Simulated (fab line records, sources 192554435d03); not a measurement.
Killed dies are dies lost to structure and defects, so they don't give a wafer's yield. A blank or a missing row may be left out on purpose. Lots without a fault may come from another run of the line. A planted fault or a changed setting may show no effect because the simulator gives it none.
One fault seen from 2 desks | flow n5_finfet | each desk has only its own numbers; what lay behind them comes last

THE METROLOGY DESK
What the gauges read, lot by lot, whatever tool the lot ran on: means of the sampled wafers that have a number. A lot is out of limits, marked OUT, if its mean lies more than 4 standard deviations from the usual mean; the brackets give that distance. Of its 11 readings 7 are shown: those that lie furthest out on some lot.
Columns: A = DIBL_N at N5_BEOL_M4_RC_MEAS_101, usual 36.1 mV/V; B = IOFF_N at N5_BEOL_M4_RC_MEAS_101, usual 0.16 nA/um; C = IOFF_P at N5_BEOL_M4_RC_MEAS_101, usual 0.21 nA/um; D = ION_N at N5_BEOL_M4_RC_MEAS_101, usual 678 uA/um; E = SS_N at N5_BEOL_M4_RC_MEAS_101, usual 71.4 mV/dec; F = VT_N at N5_BEOL_M4_RC_MEAS_101, usual 249 mV; G = VT_P at N5_BEOL_M4_RC_MEAS_101, usual -250.0 mV
lot  | first seen here | A    | B    | C    | D   | E    | F   | G
L535 | day 6 12:44     | 35.7 | 0.12 | 0.20 | 660 | 71.1 | 253 | -251.0
L537 | day 6 22:57     | 34.4 | 0.14 | 0.19 | 672 | 70.8 | 253 | -253.5
L538 | day 7 05:49     | 34.6 | 0.15 | 0.19 | 689 | 71.1 | 249 | -251.8
L547 | day 9 22:37     | 36.8 | 0.18 | 0.21 | 690 | 71.5 | 250 | -249.4
L548 | day 9 22:41     | 33.9 | 0.13 | 0.16 | 673 | 70.6 | 251 | -254.6
L555 | day 11 16:17    | 33.5 | 0.12 | 0.18 | 668 | 70.4 | 251 | -250.8
This desk's finding: nothing out of limits on any of the 6 lots.

THE TOOL OWNER'S DESK: ald_metal-01
The tool's own readings at N5_BEOL_M0_ALD_136 (deposits TaN, pulse time 2 s, purge time 3 s, co reactant purge time 2 s): means of the sampled wafers that have a number, for each lot that ran on this tool. A lot is out of limits, marked OUT, if its mean lies more than 4 standard deviations from the usual mean; the brackets give that distance.
Columns: A = heater_power_w at N5_BEOL_M0_ALD_136, usual 416 W
lot  | first seen here | A
L535 | day 6 13:32     | 407
L547 | day 9 23:30     | 418
L548 | day 9 23:44     | 435
This desk's finding: nothing out of limits on any of the 3 lots.

PUT TOGETHER
The metrology desk saw nothing out of limits.
The tool owner's desk saw nothing out of limits.

WHAT THE SIMULATOR HAD PUT IN
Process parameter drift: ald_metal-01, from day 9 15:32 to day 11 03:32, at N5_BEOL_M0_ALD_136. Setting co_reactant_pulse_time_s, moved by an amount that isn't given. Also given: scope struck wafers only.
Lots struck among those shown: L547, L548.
